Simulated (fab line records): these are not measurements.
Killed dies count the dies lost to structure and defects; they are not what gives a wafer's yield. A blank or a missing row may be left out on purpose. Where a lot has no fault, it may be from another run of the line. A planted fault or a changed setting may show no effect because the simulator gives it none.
fab line records	flow n5Finfet
record: lots: 10	wafers: 28	lastDay: 17
route steps=1938 shown BEOL_M0@715 BEOL_M4@1111 PASSIVATION@1936
lots untouched by any fault: they come from a run of this same line in which no faults occurred
startH: the number of hours between the record's first day and the start of the first shown wafer of the lot	waitH: how many hours have passed since the lot's step before this one	" as in the row above	L1.1+2: one row covering several wafers at once	- value missing, or start not given	* or withheld: withheld	< > ~ a bound
route shown NAME@n: a module of which the file shows steps, and the number in the route of the first	usual: average and standard deviation across the fault-free wafers	same: alike in all rows	chamber/n: place in a boat	sites: per-site readings	_std_site: the standard deviation of these	_edge_site: the outer-site mean with the inner-site mean subtracted	radiusMm: how far each site lies from the wafer's centre	mask NAME#n: copy n	behind: the tool/chamber that last shaped the wafer	hold: cause of the lot's hold/its duration in hours/its outcome	device: which transistor (n, p or np) failed to switch	end of line: the same wafers' tests at the end of the route	where a step has no rows: the recipe by itself	killed: count of dies lost to structure and defects at first sort (not the wafer's yield)	map: a wafer's dies, marking killed ones x, the rest . and places with no die _
set.NAME: the setting as run; set.NAME@STEP: as run at that earlier step	model.NAME: the simulator's own value behind a step, which no gauge read
the route's steps for a sample of lots (tables are steps, rows are wafers)
services: the hour from which a tool's chamber was out of use, counted from the record's first day as startH (under 0 if before that day), plus the number of hours and why
== steps ==
step: N5_BEOL_M0_ETCH_138
recipe: chemistry: CH3F/O2	targetDepthA: 120	target: SiCN	timeS: 31.6	ionEnergyEv: 120	pressureMtorr: 30	sourceW: 395	biasW: 75	Ar_flow_sccm: 150	CH3F_flow_sccm: 30	O2_flow_sccm: 20	ends: cleared
usual: drypumpMotorCurrentA: 5.9/0.42	etchRfOnTimeS: 29.3/1.2	oesProductAu: 0.66/0.057	rfFwdPowerW: 386.4/1.7	rfVppV: 297.5/1.4	showerheadPlenumPTorr: 2.01/0.053	throttleValvePct: 16.38/0.25
lot.wafer	tool	chamber	startH	waitH	drypumpMotorCurrentA	etchRfOnTimeS	oesProductAu	rfFwdPowerW	rfHoursCounterH	rfVppV	showerheadPlenumPTorr	throttleValvePct
L931.1	rieDiel-03	1	145.86	0.0	5.4	29.7	0.70	385.2	61	297.1	2.03	16.45
L931.3	"	3	"	"	6.3	27.3	0.72	385.6	66	294.3	1.94	15.86
L931.5	"	0	"	"	6.1	29.2	0.62	387.9	-	298.8	2.02	16.74
L932.1	rieDiel-03	3	146.33	0.0	6.3	30.1	0.73	386.0	67	297.0	1.94	15.85
L932.2	"	0	"	"	6.1	29.4	0.62	384.5	163	297.3	2.02	16.72
L932.6	"	0	"	"	6.1	30.2	0.62	384.5	-	298.3	2.02	16.74
L937.2	rieDiel-06	0	158.50	0.0	5.7	27.3	0.68	389.7	113	300.1	2.11	16.34
L937.3	"	1	"	"	6.5	29.5	0.60	383.7	231	299.0	2.06	16.65
L937.5	"	2	"	"	5.4	31.4	0.63	390.2	-	296.3	1.98	16.23
L939.1	rieDiel-01	1	171.67	0.0	6.0	27.2	0.61	384.7	168	294.3	1.92	16.42
L939.2	"	0	"	"	6.4	30.2	0.65	387.7	139	298.8	2.08	16.36
L941.1	rieDiel-01	3	191.42	0.0	6.1	26.7	0.61	387.0	229	296.5	1.97	16.67
L941.2	"	0	"	"	6.5	28.7	0.64	389.2	146	299.2	2.08	16.38
L941.6	"	0	"	"	6.5	29.1	0.64	389.7	-	300.3	2.08	16.39
L942.4	rieDiel-06	1	195.51	0.0	6.5	30.0	0.59	385.1	244	296.8	2.06	16.66
L942.5	"	3	"	"	5.3	29.9	0.71	385.2	-	299.3	2.06	16.38
L942.6	"	2	"	"	5.4	30.1	0.63	385.9	-	296.7	1.98	16.26
L943.1	rieDiel-03	1	199.91	0.0	5.4	29.9	0.69	386.2	80	297.2	2.03	16.49
L943.3	"	3	"	"	6.3	29.1	0.70	387.3	84	296.0	1.93	15.89
L943.5	"	1	"	"	5.5	30.6	0.68	385.6	-	298.1	2.03	16.48
L944.2	rieDiel-01	0	207.04	0.0	6.5	29.4	0.65	388.7	151	298.4	2.07	16.40
L944.3	"	2	"	"	6.2	29.5	0.76	385.1	40	297.6	2.04	16.37
L944.6	"	1	"	"	6.0	28.9	0.60	386.6	-	294.7	1.92	16.43
L949.1	rieDiel-03	0	232.24	0.0	6.1	21.0	0.72	384.4	189	298.6	2.01	16.77
L949.4	"	1	"	"	5.5	30.7	0.68	388.3	90	297.5	2.03	16.50
L949.5	"	2	"	"	5.3	29.4	0.61	387.8	-	296.3	1.97	16.11
L951.1	rieDiel-03	3	244.46	0.0	6.3	20.8	0.83	382.4	99	295.9	1.93	15.94
L951.3	"	2	"	"	5.4	30.4	0.60	388.4	203	297.2	1.97	16.14
step: N5_BEOL_M0_STRIP_142
recipe: chemistry: N2/H2	timeS: 10	powerW: 450	tempC: 40	pressureMtorr: 20	rfFrequencyHz: 6e+07	biasPowerW: 7	n2FlowSccm: 200	h2FlowSccm: 200
usual: drypumpMotorCurrentA: 5.9/0.42	oesProductAu: 0.78/0.072	rfVppV: 59.1/0.86	showerheadPlenumPTorr: 2.55/0.073	throttleValvePct: 23.6/0.3
lot.wafer	tool	chamber	startH	waitH	drypumpMotorCurrentA	oesProductAu	rfHoursCounterH	rfVppV	showerheadPlenumPTorr	throttleValvePct
L931.1	rieDiel-01	1	146.37	0.0	6.0	0.73	159	58.4	2.40	23.2
L931.3	"	2	"	"	6.3	0.94	19	57.9	2.59	23.6
L931.5	"	1	"	"	6.0	0.72	-	58.0	2.40	23.2
L932.1	rieDiel-06	1	148.14	0.0	6.5	0.72	227	60.1	2.62	24.0
L932.2	"	2	"	"	5.4	0.74	182	59.1	2.54	23.4
L932.6	"	3	"	"	5.3	0.86	-	59.6	2.58	23.5
L937.2	rieDiel-06	1	161.22	0.0	6.5	0.71	231	59.4	2.61	24.0
L937.3	"	2	"	"	5.4	0.74	186	60.0	2.53	23.4
L937.5	"	3	"	"	5.2	0.85	-	58.2	2.58	23.5
L939.1	rieDiel-06	0	172.34	0.0	5.7	0.81	118	59.4	2.64	23.2
L939.2	"	1	"	"	6.5	0.70	235	57.9	2.61	24.0
L941.1	rieDiel-03	0	192.09	0.0	6.1	0.72	178	60.4	2.49	23.6
L941.2	"	2	"	"	5.4	0.72	184	60.2	2.54	23.7
L941.6	"	1	"	"	5.4	0.82	-	59.2	2.58	23.6
L942.4	rieDiel-06	1	197.02	0.0	6.5	0.69	244	59.8	2.61	24.1
L942.5	"	2	"	"	5.4	0.73	-	58.6	2.53	23.5
L942.6	"	1	"	"	6.5	0.69	-	57.9	2.61	24.1
L944.2	rieDiel-03	3	207.56	0.0	6.3	0.83	87	57.6	2.45	23.2
L944.3	"	1	"	"	5.5	0.80	83	59.6	2.58	23.6
L944.6	"	3	"	"	6.3	0.84	-	57.9	2.45	23.2
L943.1	rieDiel-01	1	207.81	0.0	5.9	0.72	181	58.0	2.40	23.2
L943.3	"	3	"	"	6.1	0.70	235	59.0	2.50	24.1
L943.5	"	1	"	"	6.0	0.72	-	59.9	2.40	23.2
L949.1	rieDiel-06	2	234.77	0.0	5.4	0.72	212	60.3	2.52	23.5
L949.4	"	3	"	"	5.3	0.81	-	59.7	2.57	23.5
L949.5	"	0	"	"	5.7	0.79	-	62.0	2.63	23.3
L951.1	rieDiel-01	3	249.16	0.0	6.1	0.69	248	59.5	2.50	24.1
L951.3	"	1	"	"	5.9	0.71	193	57.8	2.39	23.2
step: N5_BEOL_M0_DEGAS_112
recipe: ambient: vacuum	tempC: 250	timeS: 60
usual: heaterPowerW: 344/47
lot.wafer	tool	chamber	startH	waitH	heaterPowerW
L931.1	pvdSputter-02	-	147.04	0.3	357
L931.3	"	-	"	"	406
L931.5	"	-	"	"	361
L932.1	pvdSputter-02	-	149.46	0.4	311
L932.2	"	-	"	"	280
L932.6	"	-	"	"	352
L937.2	pvdSputter-02	-	161.59	0.0	308
L937.3	"	-	"	"	407
L937.5	"	-	"	"	299
L939.1	pvdSputter-01	-	174.37	1.5	354
L939.2	"	-	"	"	342
L941.1	pvdSputter-02	-	194.11	1.7	407
L941.2	"	-	"	"	357
L941.6	"	-	"	"	305
L942.4	pvdSputter-01	-	199.12	1.2	307
L942.5	"	-	"	"	306
L942.6	"	-	"	"	359
L944.2	pvdSputter-02	-	208.25	0.3	357
L944.3	"	-	"	"	306
L944.6	"	-	"	"	352
L943.1	pvdSputter-02	-	208.51	0.3	288
L943.3	"	-	"	"	314
L943.5	"	-	"	"	306
L949.1	pvdSputter-03	-	235.88	0.1	300
L949.4	"	-	"	"	324
L949.5	"	-	"	"	355
L951.1	pvdSputter-02	-	249.72	0.2	364
L951.3	"	-	"	"	286
step: N5_BEOL_M0_PRE_CLEAN_113
recipe: gas: H2/He	timeS: 30	tempC: 250
usual: heaterPowerW: 343/46
lot.wafer	tool	chamber	startH	waitH	heaterPowerW
L931.1	pvdSputter-02	-	147.08	0.0	356
L931.3	"	-	"	"	392
L931.5	"	-	"	"	357
L932.1	pvdSputter-02	-	149.50	0.0	307
L932.2	"	-	"	"	283
L932.6	"	-	"	"	352
L937.2	pvdSputter-02	-	161.63	0.0	307
L937.3	"	-	"	"	400
L937.5	"	-	"	"	308
L939.1	pvdSputter-01	-	174.41	0.0	360
L939.2	"	-	"	"	340
L941.1	pvdSputter-02	-	194.15	0.0	406
L941.2	"	-	"	"	358
L941.6	"	-	"	"	301
L942.4	pvdSputter-01	-	199.16	0.0	302
L942.5	"	-	"	"	305
L942.6	"	-	"	"	350
L944.2	pvdSputter-02	-	208.29	0.0	353
L944.3	"	-	"	"	315
L944.6	"	-	"	"	351
L943.1	pvdSputter-02	-	208.55	0.0	277
L943.3	"	-	"	"	311
L943.5	"	-	"	"	303
L949.1	pvdSputter-03	-	235.92	0.0	302
L949.4	"	-	"	"	321
L949.5	"	-	"	"	356
L951.1	pvdSputter-02	-	249.76	0.0	357
L951.3	"	-	"	"	277
step: N5_BEOL_M4_RC_MEAS_101
usual: DIBL_N: 36.6/2.1	DIBL_P: 36.5/2.7	IOFF_N: 0.17/0.043	IOFF_P: 0.22/0.045	ION_N: 674/17	ION_P: 461/9.9	SS_N: 71.7/0.79	SS_P: 73.4/0.79	VT_N: 249/4	VT_P: -250/3.3
lot.wafer	tool	chamber	startH	waitH	DIBL_N[mV/V]	DIBL_P[mV/V]	IOFF_N[nA/um]	IOFF_P[nA/um]	ION_N[uA/um]	ION_P[uA/um]	SS_N[mV/dec]	SS_P[mV/dec]	VT_N[mV]	VT_P[mV]
L931.1	prober-02	0	191.81	0.0	37.2	35.6	0.18	0.23	672	466	71.4	73.3	247	-248
L931.3	"	0	"	"	31.8	30.3	0.10	0.16	658	458	69.4	72.2	253	-252
L931.5	"	0	"	"	34.4	34.2	0.14	0.21	681	475	70.2	73.3	250	-249
L932.1	prober-02	0	194.93	0.0	40.5	39.4	0.23	0.26	695	463	73.2	74.4	247	-250
L932.2	"	0	"	"	37.7	35.1	0.17	0.19	676	454	72.8	73.9	250	-254
L932.6	"	0	"	"	38.3	37.4	0.20	0.23	693	464	72.4	73.9	248	-248
L937.2	prober-01	0	209.24	0.2	35.3	37.4	0.13	0.21	659	456	71.8	73.9	252	-251
L937.3	"	0	"	"	32.8	33.5	0.10	0.16	664	462	70.7	72.6	256	-254
L937.5	"	0	"	"	32.1	33.0	0.10	0.15	662	459	71.0	72.1	257	-254
L939.1	prober-02	0	218.22	0.0	35.5	36.0	0.15	0.23	673	467	71.9	73.6	248	-246
L939.2	"	0	"	"	37.8	38.4	0.19	0.27	682	478	72.0	74.2	249	-246
L941.1	prober-02	0	242.47	0.0	35.8	35.8	0.15	0.18	688	468	72.0	73.0	251	-252
L941.2	"	0	"	"	35.8	36.8	0.16	0.19	660	452	71.7	73.8	247	-252
L941.6	"	0	"	"	36.0	34.5	0.15	0.17	671	451	72.4	73.3	252	-252
L942.4	prober-01	0	250.24	0.5	34.9	33.3	0.14	0.17	683	465	71.6	72.3	252	-248
L942.5	"	0	"	"	35.6	34.0	0.16	0.19	686	470	71.4	72.0	248	-248
L942.6	"	0	"	"	36.1	35.9	0.15	0.21	680	467	71.4	73.3	251	-246
L944.2	prober-02	0	253.65	0.2	34.3	33.8	0.13	0.17	665	460	71.2	74.0	250	-251
L944.3	"	0	"	"	39.3	40.0	0.23	0.26	699	466	72.1	74.0	242	-248
L944.6	"	0	"	"	37.2	37.4	0.18	0.22	682	461	71.0	73.3	248	-249
L943.1	prober-02	0	269.86	0.0	35.7	36.7	0.15	0.22	667	466	71.7	73.9	253	-248
L943.3	"	0	"	"	36.4	37.6	0.16	0.24	666	466	71.9	73.5	252	-247
L943.5	"	0	"	"	35.5	36.8	0.14	0.22	673	465	70.7	73.5	252	-249
L949.1	prober-01	0	282.81	0.0	37.2	37.7	0.18	0.24	699	478	72.0	73.5	247	-246
L949.4	"	0	"	"	36.0	36.6	0.17	0.23	678	465	71.1	73.3	246	-247
L949.5	"	0	"	"	37.9	38.2	0.19	0.24	664	456	72.0	73.2	245	-249
L951.1	prober-02	0	314.36	0.0	36.5	38.2	0.16	0.23	661	455	71.5	74.0	251	-251
L951.3	"	0	"	"	40.9	43.3	0.30	0.37	712	483	72.4	75.4	240	-245
step: N5_PASSIVATION_PROBE_49
usual: defectLimitedYield: 91.5/1.7	killed_at_M0_to_M3: 33/11	killed_at_M4_up: 13/5.2	killedAtContacts: 11/5.7	killedAtFrontEnd: 39/11	killedAtOther: 4/3	killedDies: 101/20	killedOpen: 66/15	killedShort: 33/8.4	sort_bin_4_leakage: 0.01/0.073	sort_bin_5_function: 5.0/1.1	sort_bin_6_memory: 3.2/0.69	sortNPass: 1078/20	sortYieldPct: 91.4/1.7
same: grossDies: 1180	killedAtBackSide: 0	sort_bin_8_speed[%]: 0
lot.wafer	tool	chamber	startH	waitH	defectLimitedYield[%]	killed_at_M0_to_M3	killed_at_M4_up	killedAtContacts	killedAtFrontEnd	killedAtOther	killedDies	killedOpen	killedShort	sort_bin_4_leakage[%]	sort_bin_5_function[%]	sort_bin_6_memory[%]	sortNPass	sortYieldPct[%]
L931.1	prober-01	-	287.51	0.0	93.4	24	16	10	24	4	78	51	23	0	4.3	2.3	1102	93.4
L931.3	prober-01	-	287.61	0.1	91.6	37	22	7	26	7	99	66	32	0	4.6	3.5	1081	91.6
L931.5	prober-01	-	287.71	0.2	90.9	43	11	13	36	4	107	70	34	0	5.1	3.5	1073	90.9
L932.1	prober-01	-	297.33	0.0	89.6	43	25	12	39	4	123	84	35	0	6.9	3.2	1057	89.6
L932.2	prober-01	-	297.38	0.1	90.3	31	20	19	40	4	114	68	37	0	5.7	3.8	1066	90.3
L932.6	prober-01	-	297.58	0.3	91.8	19	18	10	48	2	97	67	27	0	5.1	2.9	1083	91.8
L937.2	prober-01	-	315.66	0.1	90.3	58	17	7	26	6	114	76	35	0	5.6	3.8	1066	90.3
L937.3	prober-01	-	315.71	0.1	91.9	41	11	9	32	2	95	62	31	0	5.3	2.5	1085	91.9
L937.5	prober-01	-	315.81	0.2	91.0	50	11	13	23	9	106	60	45	0	5.0	3.5	1074	91.0
L939.1	prober-01	-	321.15	0.0	91.8	22	10	15	44	6	97	59	36	0	4.9	3.1	1083	91.8
L939.2	prober-01	-	321.20	0.1	90.5	33	8	8	60	3	112	69	41	0	5.7	3.3	1068	90.5
L941.1	prober-01	-	342.43	0.0	89.2	42	7	8	62	8	127	76	50	0	6.4	3.9	1053	89.2
L941.2	prober-01	-	342.48	0.1	88.7	51	16	11	54	1	133	91	42	0	6.9	3.7	1047	88.7
L941.6	prober-01	-	342.68	0.3	89.4	21	23	13	64	4	125	77	46	0	6.9	3.4	1055	89.4
L944.2	prober-01	-	354.15	0.1	89.1	35	21	13	57	3	129	86	40	0	6.4	4.0	1051	89.1
L944.3	prober-01	-	354.20	0.1	91.6	32	9	21	32	5	99	62	37	0	4.4	3.8	1081	91.6
L944.6	prober-01	-	354.35	0.3	90.7	47	12	15	32	4	110	60	48	0	5.7	3.3	1070	90.7
L942.4	prober-01	-	364.26	0.2	87.2	54	22	4	67	4	151	97	54	0	8.1	4.5	1029	87.2
L942.5	prober-01	-	364.31	0.2	90.2	39	18	11	47	1	116	78	34	0	5.5	4.1	1064	90.2
L942.6	prober-01	-	364.36	0.3	88.5	55	20	14	44	3	136	96	37	0	6.9	4.4	1044	88.5
L943.1	prober-02	-	371.46	0.0	92.9	30	3	8	38	5	84	57	26	0	4.0	3.1	1096	92.9
L943.3	prober-02	-	371.56	0.1	93.3	20	5	9	44	1	79	53	25	0	3.9	2.5	1101	93.3
L943.5	prober-02	-	371.66	0.2	93.6	26	7	5	36	2	76	52	24	0	3.4	2.9	1104	93.6
L949.1	prober-01	-	396.33	0.0	89.8	43	11	11	54	1	120	85	32	0	6.4	3.6	1060	89.8
L949.4	prober-01	-	396.48	0.2	90.8	31	15	16	43	3	108	60	45	0	4.8	3.9	1072	90.8
L949.5	prober-01	-	396.53	0.2	89.3	35	15	17	58	1	126	90	30	0	6.2	4.2	1054	89.3
L951.1	prober-02	-	410.60	0.0	90.2	24	13	9	55	15	116	71	41	0	6.1	3.2	1064	90.2
L951.3	prober-02	-	410.70	0.1	90.9	36	12	19	38	2	107	68	37	0.85	5.3	3.6	1063	90.1
killed by level:class
L931.1 BEOL_M1:geometricParticle:open=9 MOL_CONTACT_COAG:geometricParticle:open=7 BEOL_M4:geometricParticle:open=7 STI_FIN_REVEAL:geometricParticle:open=6 DUMMY_GATE:geometricParticle:open=4 ILD0:geometricParticle:short=3 BEOL_M0_SAQP:geometricParticle:short=3 STARTING-WAFER:geometricParticle:open=3
L931.3 BEOL_M1:geometricParticle:open=9 BEOL_M4:geometricParticle:open=9 BEOL_M0_SAQP:geometricParticle:short=8 BEOL_M2:geometricParticle:open=7 BEOL_M3:geometricParticle:open=7 MOL_CONTACT_COAG:geometricParticle:open=6 PASS1_CAP:geometricParticle:short=5 FIN_SAQP:geometricParticle:open=4
L931.5 MOL_CONTACT_COAG:geometricParticle:open=10 BEOL_M0_SAQP:geometricParticle:open=10 BEOL_M1:geometricParticle:open=9 FIN_SAQP:geometricParticle:open=8 FIN_SAQP:geometricParticle:short=8 BEOL_M0_SAQP:geometricParticle:short=7 GATE_CUT:geometricParticle:short=6 BEOL_M5:geometricParticle:open=5
L932.1 BEOL_M0_SAQP:geometricParticle:open=13 MOL_CONTACT_COAG:geometricParticle:open=11 BEOL_M4:geometricParticle:open=11 STI_FIN_REVEAL:geometricParticle:open=9 BEOL_M3:geometricParticle:open=9 BEOL_M0_SAQP:geometricParticle:short=8 FIN_SAQP:geometricParticle:open=5 GATE_CUT:geometricParticle:short=5
L932.2 MOL_CONTACT_COAG:geometricParticle:open=10 MOL_CONTACT_COAG:geometricParticle:short=9 STI_FIN_REVEAL:geometricParticle:open=8 BEOL_M4:geometricParticle:open=8 FIN_SAQP:geometricParticle:open=7 BEOL_M1:geometricParticle:open=7 STARTING-WAFER:geometricParticle:open=6 BEOL_M3:geometricParticle:short=6
L932.6 STI_FIN_REVEAL:geometricParticle:open=22 MOL_CONTACT_COAG:geometricParticle:open=8 BEOL_M1:geometricParticle:open=7 GATE_CUT:geometricParticle:open=6 STI_FIN_REVEAL:geometricParticle:short=4 BEOL_M3:geometricParticle:open=4 BEOL_M4:geometricParticle:open=4 BEOL_M5:geometricParticle:open=4
L937.2 BEOL_M3:geometricParticle:open=14 BEOL_M0_SAQP:geometricParticle:short=11 BEOL_M2:geometricParticle:open=10 BEOL_M0_SAQP:geometricParticle:open=9 BEOL_M4:geometricParticle:open=6 MOL_CONTACT_COAG:geometricParticle:open=6 BEOL_M1:geometricParticle:open=6 GATE_CUT:geometricParticle:short=4
L937.3 BEOL_M0_SAQP:geometricParticle:short=13 BEOL_M2:geometricParticle:open=13 FIN_SAQP:geometricParticle:short=8 GATE_CUT:geometricParticle:open=8 MOL_CONTACT_COAG:geometricParticle:open=8 BEOL_M1:geometricParticle:open=6 BEOL_M4:geometricParticle:open=4 STARTING-WAFER:geometricParticle:open=4
L937.5 BEOL_M3:geometricParticle:short=12 BEOL_M3:geometricParticle:open=11 MOL_CONTACT_COAG:geometricParticle:open=10 BEOL_M0_SAQP:geometricParticle:short=10 BEOL_M0_SAQP:geometricParticle:open=5 BEOL_M1:geometricParticle:open=5 STI_FIN_REVEAL:geometricParticle:open=4 GATE_CUT:geometricParticle:open=4
L939.1 MOL_CONTACT_COAG:geometricParticle:open=12 FIN_SAQP:geometricParticle:short=11 GATE_CUT:geometricParticle:short=9 STI_FIN_REVEAL:geometricParticle:open=5 GATE_CUT:geometricParticle:open=5 BEOL_M3:geometricParticle:open=5 DUMMY_GATE:geometricParticle:open=4 BEOL_M0_SAQP:geometricParticle:short=4
L939.2 STI_FIN_REVEAL:geometricParticle:open=23 BEOL_M0_SAQP:geometricParticle:short=9 MOL_CONTACT_COAG:geometricParticle:open=7 BEOL_M3:geometricParticle:open=7 DUMMY_GATE:geometricParticle:open=6 FIN_SAQP:geometricParticle:short=5 BEOL_M0_SAQP:geometricParticle:open=5 STI_FIN_REVEAL:geometricParticle:short=4
L941.1 STI_FIN_REVEAL:geometricParticle:open=29 FIN_SAQP:geometricParticle:short=12 BEOL_M0_SAQP:geometricParticle:short=8 BEOL_M3:geometricParticle:open=7 BEOL_M1:geometricParticle:short=7 MOL_CONTACT_COAG:geometricParticle:open=6 BEOL_M2:geometricParticle:open=6 BEOL_M0_SAQP:geometricParticle:open=5
L941.2 FIN_SAQP:geometricParticle:short=16 STI_FIN_REVEAL:geometricParticle:open=14 BEOL_M0_SAQP:geometricParticle:open=13 BEOL_M3:geometricParticle:open=13 FIN_SAQP:geometricParticle:open=12 MOL_CONTACT_COAG:geometricParticle:open=9 BEOL_M0_SAQP:geometricParticle:short=9 BEOL_M1:geometricParticle:open=5
L941.6 STI_FIN_REVEAL:geometricParticle:open=26 FIN_SAQP:geometricParticle:short=15 BEOL_M0_SAQP:geometricParticle:short=12 MOL_CONTACT_COAG:geometricParticle:open=11 BEOL_M4:geometricParticle:open=10 FIN_SAQP:geometricParticle:open=9 BEOL_M3:geometricParticle:open=5 STI_FIN_REVEAL:geometricParticle:short=3
L944.2 STI_FIN_REVEAL:geometricParticle:open=21 BEOL_M4:geometricParticle:open=11 MOL_CONTACT_COAG:geometricParticle:open=9 BEOL_M2:geometricParticle:open=9 BEOL_M0_SAQP:geometricParticle:open=8 STI_FIN_REVEAL:geometricParticle:short=7 BEOL_M1:geometricParticle:open=6 FIN_SAQP:geometricParticle:short=5
L944.3 MOL_CONTACT_COAG:geometricParticle:open=16 STI_FIN_REVEAL:geometricParticle:open=9 GATE_CUT:geometricParticle:short=9 BEOL_M3:geometricParticle:open=8 MOL_CONTACT_COAG:geometricParticle:short=5 BEOL_M0_SAQP:geometricParticle:short=5 BEOL_M0_SAQP:geometricParticle:open=5 GATE_CUT:geometricParticle:open=4
L944.6 MOL_CONTACT_COAG:geometricParticle:open=12 BEOL_M2:geometricParticle:short=9 FIN_SAQP:geometricParticle:short=8 BEOL_M0_SAQP:geometricParticle:short=8 BEOL_M0_SAQP:geometricParticle:open=7 BEOL_M3:geometricParticle:open=7 BEOL_M2:geometricParticle:open=5 BEOL_M1:geometricParticle:open=5
L942.4 FIN_SAQP:geometricParticle:open=18 STI_FIN_REVEAL:geometricParticle:open=18 BEOL_M0_SAQP:geometricParticle:short=13 BEOL_M3:geometricParticle:open=11 BEOL_M4:geometricParticle:open=10 BEOL_M0_SAQP:geometricParticle:open=9 FIN_SAQP:geometricParticle:short=8 BEOL_M3:geometricParticle:short=8
L942.5 STI_FIN_REVEAL:geometricParticle:open=12 BEOL_M3:geometricParticle:open=10 FIN_SAQP:geometricParticle:open=8 DUMMY_GATE:geometricParticle:open=6 MOL_CONTACT_COAG:geometricParticle:open=6 BEOL_M2:geometricParticle:open=6 STARTING-WAFER:geometricParticle:open=6 FIN_SAQP:geometricParticle:short=5
L942.6 STI_FIN_REVEAL:geometricParticle:open=19 BEOL_M4:geometricParticle:open=14 BEOL_M0_SAQP:geometricParticle:open=12 MOL_CONTACT_COAG:geometricParticle:open=12 BEOL_M0_SAQP:geometricParticle:short=9 BEOL_M1:geometricParticle:open=8 BEOL_M3:geometricParticle:open=7 STI_FIN_REVEAL:geometricParticle:short=7
L943.1 BEOL_M0_SAQP:geometricParticle:open=12 STI_FIN_REVEAL:geometricParticle:open=11 MOL_CONTACT_COAG:geometricParticle:open=7 BEOL_M3:geometricParticle:open=7 GATE_CUT:geometricParticle:short=4 FIN_SAQP:geometricParticle:short=3 STI_FIN_REVEAL:geometricParticle:short=3 BEOL_M2:geometricParticle:open=3
L943.3 STI_FIN_REVEAL:geometricParticle:open=19 MOL_CONTACT_COAG:geometricParticle:open=7 BEOL_M3:geometricParticle:open=5 FIN_SAQP:geometricParticle:short=4 BEOL_M1:geometricParticle:open=4 STI_FIN_REVEAL:geometricParticle:short=3 ILD0:geometricParticle:open=3 BEOL_M0_SAQP:geometricParticle:short=3
L943.5 STI_FIN_REVEAL:geometricParticle:open=11 FIN_SAQP:geometricParticle:open=8 BEOL_M0_SAQP:geometricParticle:open=7 STI_FIN_REVEAL:geometricParticle:short=5 BEOL_M1:geometricParticle:open=5 BEOL_M0_SAQP:geometricParticle:short=4 MOL_CONTACT_COAG:geometricParticle:open=4 BEOL_M5:geometricParticle:open=4
L949.1 BEOL_M2:geometricParticle:open=22 FIN_SAQP:geometricParticle:open=11 FIN_SAQP:geometricParticle:short=9 MOL_CONTACT_COAG:geometricParticle:open=9 STI_FIN_REVEAL:geometricParticle:open=8 BEOL_M3:geometricParticle:open=7 DUMMY_GATE:geometricParticle:open=6 BEOL_M0_SAQP:geometricParticle:open=5
L949.4 MOL_CONTACT_COAG:geometricParticle:open=12 BEOL_M0_SAQP:geometricParticle:short=10 FIN_SAQP:geometricParticle:open=9 FIN_SAQP:geometricParticle:short=7 STI_FIN_REVEAL:geometricParticle:open=6 SPACER0:geometricParticle:short=6 GATE_CUT:geometricParticle:short=5 BEOL_M4:geometricParticle:open=5
L949.5 STI_FIN_REVEAL:geometricParticle:open=17 MOL_CONTACT_COAG:geometricParticle:open=15 FIN_SAQP:geometricParticle:open=11 BEOL_M2:geometricParticle:open=9 BEOL_M0_SAQP:geometricParticle:open=7 BEOL_M3:geometricParticle:open=6 FIN_SAQP:geometricParticle:short=5 BEOL_M0_SAQP:geometricParticle:short=5
L951.1 STI_FIN_REVEAL:geometricParticle:open=22 FIN_SAQP:geometricParticle:short=7 MOL_CONTACT_COAG:geometricParticle:open=7 BEOL_M4:geometricParticle:open=7 DUMMY_GATE:geometricParticle:open=6 BEOL_M0_SAQP:geometricParticle:short=6 STI_FIN_REVEAL:geometricParticle:short=5 PAD_METAL:geometricParticle:open=4
L951.3 MOL_CONTACT_COAG:geometricParticle:open=16 BEOL_M1:geometricParticle:open=10 BEOL_M0_SAQP:geometricParticle:short=9 STI_FIN_REVEAL:geometricParticle:open=7 FIN_SAQP:geometricParticle:open=6 FIN_SAQP:geometricParticle:short=5 DUMMY_GATE:geometricParticle:open=5 BEOL_M2:geometricParticle:open=4
== services ==
tool	chamber	startH	hours	kind
pvdSputter-01	-	128.15	7.3	repair
pvdSputter-01	-	138.01	14.9	repair
pvdSputter-02	-	152.82	8.3	repair
rieDiel-06	1	220.53	-	clean
rieDiel-06	1	220.53	-	consumableReplace:focusRing
rieDiel-06	1	220.53	20.2	scheduledDown
rieDiel-06	1	220.53	20.2	ventCycle
rieDiel-03	-	222.26	2.8	pm
== key ==
firstSign: step: N5_BEOL_M0_ETCH_138	reading: etchRfOnTimeS	direction: down	sigmas: 6.8	usual: *	struck: *
effect none on later readings
metAt N5_BEOL_M0_ETCH_138
struckLots L949,L951
struckWafers L949.1,L951.1
notActingAt N5_BEOL_M0_STRIP_142,N5_BEOL_M0_DEGAS_112,N5_BEOL_M0_PRE_CLEAN_113
onsetBetween 199.91 232.24
fault: kind: processParameterDrift	tool: rieDiel-03	chamber: -	onsetH: 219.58	steps: N5_BEOL_M0_ETCH_138	channel: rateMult	offset: 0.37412	shape: step	endH: 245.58	scope: struckWafersOnly
